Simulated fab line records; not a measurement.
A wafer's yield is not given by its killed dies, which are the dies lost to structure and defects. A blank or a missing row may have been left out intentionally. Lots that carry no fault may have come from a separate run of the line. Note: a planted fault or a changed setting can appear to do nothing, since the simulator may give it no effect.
Chamber matching + flow n5Finfet + N5_BEOL_M8_PECVD_70 on pecvd-03 has 3 sister chambers
The step deposits SiO2 from TEOS/O2, target thk 20 nm, time 22.7 s. 6 wafers are shown with their chamber, then 12 later ones without.

== EACH WAFER AND ITS CHAMBER ==
| wafer  | chamber | throttleValvePct (%) | heaterPowerW (W) |
|--------|---------|----------------------|------------------|
| L081.2 | 0       | 24.9                 | 638              |
| L083.5 | 1       | 22.2                 | 751              |
| L083.6 | 2       | 22.7                 | 582              |
| L086.1 | 2       | 22.3                 | 551              |
| L086.3 | 1       | 22.2                 | 729              |
| L086.5 | 0       | 25.1                 | 677              |

== WAFERS MISSING THEIR CHAMBER ==
| wafer  | throttleValvePct (%) | heaterPowerW (W) |
|--------|----------------------|------------------|
| L085.3 | 22.4                 | 737              |
| L085.4 | 25.0                 | 571              |
| L085.6 | 22.1                 | 731              |
| L089.1 | 22.2                 | 769              |
| L089.5 | 24.6                 | 612              |
| L089.6 | 22.0                 | 614              |
| L096.1 | 22.5                 | 607              |
| L096.5 | 22.4                 | 610              |
| L096.6 | 22.3                 | 667              |
| L097.1 | 22.8                 | 627              |
| L097.3 | 25.1                 | 576              |
| L097.5 | 22.1                 | 727              |

== WHICH CHAMBER EACH WENT THROUGH ==
| wafer  | from the rows above     | in truth |
|--------|-------------------------|----------|
| L085.3 | 1                       | 1        |
| L085.4 | 0                       | 0        |
| L085.6 | 1                       | 1        |
| L089.1 | 1                       | 1        |
| L089.5 | 0                       | 0        |
| L089.6 | 2                       | 2        |
| L096.1 | 2                       | 2        |
| L096.5 | 2                       | 2        |
| L096.6 | can't be placed: 1 or 2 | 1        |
| L097.1 | 2                       | 2        |
| L097.3 | 0                       | 0        |
| L097.5 | 1                       | 1        |
Correct placement for 11 of the 12. From these rows, 1 cannot be placed; in 1 the true chamber is one of the candidates. Placed wrongly: 0.
How it was worked out, from the rows above alone: a wafer's distance from a chamber is the root of the sum, over the readings, of the square of ((its reading less the chamber's mean) divided by the reading's scatter). If the next closest chamber is less than 2 further off than the closest, the wafer can't be placed; otherwise it belongs to the closest. The mean given for a chamber averages the wafers shown for that chamber. The scatter is the square root of a quotient: the sum, over the shown wafers, of each reading's squared deviation from its chamber's mean, divided by wafers minus chambers.
